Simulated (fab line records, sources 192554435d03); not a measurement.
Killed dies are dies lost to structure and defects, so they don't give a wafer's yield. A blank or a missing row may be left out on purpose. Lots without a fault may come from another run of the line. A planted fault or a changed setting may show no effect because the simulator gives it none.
Split-lot experiment | flow n5_finfet | 7 lots, 21 wafers read, on a route of 1938 steps

THE SPLIT
At N5_BEOL_M8_ETCH_65 (etches SiARC in CF4, target depth 15.6 nm, time 26 s), the setting source_w was moved away from the recipe's 545 W on 12 of the 21 wafers read, by +7.1% to +17.4%. The other wafers ran this setting at the recipe's value.

The reading is taken at the split's own step.

THE READING
rf_vpp_V, in V, at N5_BEOL_M8_ETCH_65 (etches SiARC in CF4, target depth 15.6 nm, time 26 s). Fault-free wafers of this fab line usually give 183.9 V, standard deviation 1.2 V.

wafer  | tool, chamber at the split | source_w as run, W | against the recipe | rf_vpp_V, V | against lot-mates on the recipe
L075.4 | rie_diel-03, 3             | 639.9              | +17.4%             | 173.4       | -8.6
L075.5 | rie_diel-03, 0             | 545                | recipe             | 182.0       | -
L075.6 | rie_diel-03, 1             | 639.9              | +17.4%             | 173.8       | -8.2
L076.2 | rie_diel-03, 0             | 622.8              | +14.3%             | 175.0       | -9.0
L076.3 | rie_diel-03, 3             | 545                | recipe             | 184.3       | -
L076.5 | rie_diel-03, 3             | 545                | recipe             | 183.7       | -
L077.2 | rie_diel-04, 0             | 545                | recipe             | 183.2       | -
L077.3 | rie_diel-04, 2             | 545                | recipe             | 186.4       | -
L077.6 | rie_diel-04, 0             | 545                | recipe             | 182.5       | -
L080.2 | rie_diel-03, 1             | 545                | recipe             | 184.2       | -
L080.3 | rie_diel-03, 2             | 590                | +8.3%              | 179.4       | -4.8
L080.5 | rie_diel-03, 3             | 590                | +8.3%              | 178.8       | -5.4
L087.1 | rie_diel-04, 3             | 583.8              | +7.1%              | 179.4       | no lot-mate on the recipe
L087.3 | rie_diel-04, 0             | 583.8              | +7.1%              | 178.8       | no lot-mate on the recipe
L087.4 | rie_diel-04, 1             | 583.8              | +7.1%              | 180.6       | no lot-mate on the recipe
L092.4 | rie_diel-05, 0             | 545                | recipe             | 183.6       | -
L092.5 | rie_diel-05, 3             | 620.9              | +13.9%             | 176.1       | -7.5
L092.6 | rie_diel-05, 2             | 620.9              | +13.9%             | 175.2       | -8.4
L097.1 | rie_diel-05, 2             | 615.2              | +12.9%             | 174.1       | -10.3
L097.4 | rie_diel-05, 3             | 545                | recipe             | 184.4       | -
L097.6 | rie_diel-05, 3             | 615.2              | +12.9%             | 177.3       | -7.1

THE FIT
A straight line over all 21 wafers: rf_vpp_V changes by -0.598 V for each +1% of source_w; r = -0.97; the points scatter about the line by 1.1 V.
The same after taking each lot's own level away (the mean of its wafers on the recipe; 18 wafers): -0.561 V for each +1%; r = -0.96; scatter 1.2 V.
On that fit, the largest move of source_w shifts the reading by 9.8 V.
The lots' own levels span 182.00 to 184.40 V, that is 2.0 times the standard deviation above.
So the lot-to-lot level changes the slope little: the two slopes agree.
Check: with one of the wafers moved furthest among these (+17.4%) left out of the fit, the line predicts -10.2 V for it against its lot-mates. It came out at -8.6 V against them.
Tool readings at the split's step, against how far the setting was moved: etch_rf_on_time_s r = -0.95; rf_vpp_V r = -0.97.

OTHER SPLITS ON THESE WAFERS
These wafers also went through other splits before the reading. Each is held against what the fit with the lots' levels taken away leaves over:
other split on the same wafers | wafers away from the commonest value | r with rf_vpp_V (lot level and that fit taken away)
N5_BEOL_M7_COAT_22 spin_rpm    | 6                                    | +0.22

THE WHOLE CHAIN: every reading that the file lists as answering this split, in the file's order
step               | what it does                                         | reading           | change (the file's fit)              | r (the file's)
N5_BEOL_M8_ETCH_65 | etches SiARC in CF4, target depth 15.6 nm, time 26 s | etch_rf_on_time_s | withheld for each +1% of the setting | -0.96
N5_BEOL_M8_ETCH_65 | etches SiARC in CF4, target depth 15.6 nm, time 26 s | rf_vpp_V          | -0.578 V for each +1% of the setting | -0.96

THE FILE'S OWN FIT
rf_vpp_V changes by -0.578 V for each +1% of source_w, r = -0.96.
